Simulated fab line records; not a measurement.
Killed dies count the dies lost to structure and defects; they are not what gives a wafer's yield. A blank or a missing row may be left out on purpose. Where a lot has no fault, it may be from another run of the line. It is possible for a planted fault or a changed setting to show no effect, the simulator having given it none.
Chamber matching + flow n5 finfet + pecvd-03 running N5_BEOL_M5_ILD_DEP_00: 3 sister chambers
The step deposits SiCOH lowk from DEMS/porogen, target thk 140.64 nm, time 25.9 s. 14 wafers are shown with their chamber, then 7 later ones without.

## WAFERS PAIRED WITH THEIR CHAMBERS
| wafer  | chamber | throttle valve pct (%) | heater power w (W) | showerhead plenum p Torr (Torr) |
|--------|---------|------------------------|--------------------|---------------------------------|
| L077.2 | 1       | 14.3                   | 428                | 5.732                           |
| L077.3 | 0       | 13.7                   | 281                | 5.775                           |
| L077.5 | 1       | 14.5                   | 440                | 5.731                           |
| L078.2 | 0       | 13.4                   | 291                | 5.753                           |
| L078.3 | 2       | 13.0                   | 419                | 5.755                           |
| L078.6 | 0       | 13.6                   | 279                | 5.756                           |
| L080.4 | 1       | 14.5                   | 419                | 5.728                           |
| L080.5 | 0       | 13.5                   | 305                | 5.755                           |
| L080.6 | 2       | 12.8                   | 420                | 5.730                           |
| L081.3 | 0       | 13.6                   | 261                | 5.747                           |
| L081.4 | 1       | 14.4                   | 400                | 5.733                           |
| L081.5 | 0       | 13.5                   | 254                | 5.752                           |
| L084.1 | 1       | 14.5                   | 433                | 5.730                           |
| L084.2 | 0       | 13.6                   | 294                | 5.747                           |

SIGNATURES (averages over the wafers above)
| reading                  | chamber 0 | chamber 1 | chamber 2 | scatter within a chamber |
|--------------------------|-----------|-----------|-----------|--------------------------|
| throttle valve pct       | 13.557    | 14.440    | 12.900    | 0.0996                   |
| heater power w           | 280.71    | 424.00    | 419.50    | 16.3                     |
| showerhead plenum p Torr | 5.75500   | 5.73080   | 5.74250   | 0.00889                  |
Rule: a wafer's distance from a chamber is the root of the sum, over the readings, of the square of ((its reading less the chamber's mean) divided by the reading's scatter). If the next closest chamber is less than 2 further off than the closest, the wafer can't be placed; otherwise it belongs to the closest. The scatter is the square root of a quotient: the sum, over the shown wafers, of each reading's squared deviation from its chamber's mean, divided by wafers minus chambers.

## WAFERS WHOSE CHAMBER IS MISSING
| wafer  | throttle valve pct (%) | heater power w (W) | showerhead plenum p Torr (Torr) |
|--------|------------------------|--------------------|---------------------------------|
| L084.6 | 14.5                   | 433                | 5.723                           |
| L093.1 | 12.2                   | 302                | 5.730                           |
| L093.4 | 13.6                   | 294                | 5.765                           |
| L093.6 | 14.2                   | 419                | 5.717                           |
| L096.1 | 12.2                   | 355                | 5.740                           |
| L096.4 | 14.0                   | 449                | 5.704                           |
| L096.6 | 13.6                   | 276                | 5.755                           |

## CHAMBER TAKEN BY EACH
| wafer  | from the rows above | in truth |
|--------|---------------------|----------|
| L084.6 | 1                   | 1        |
| L093.1 | 2                   | 2        |
| L093.4 | 0                   | 0        |
| L093.6 | 1                   | 1        |
| L096.1 | 2                   | 2        |
| L096.4 | 1                   | 1        |
| L096.6 | 0                   | 0        |
7 of 7 placed correctly. Left unplaced by these rows: 0. Placed wrongly: 0.
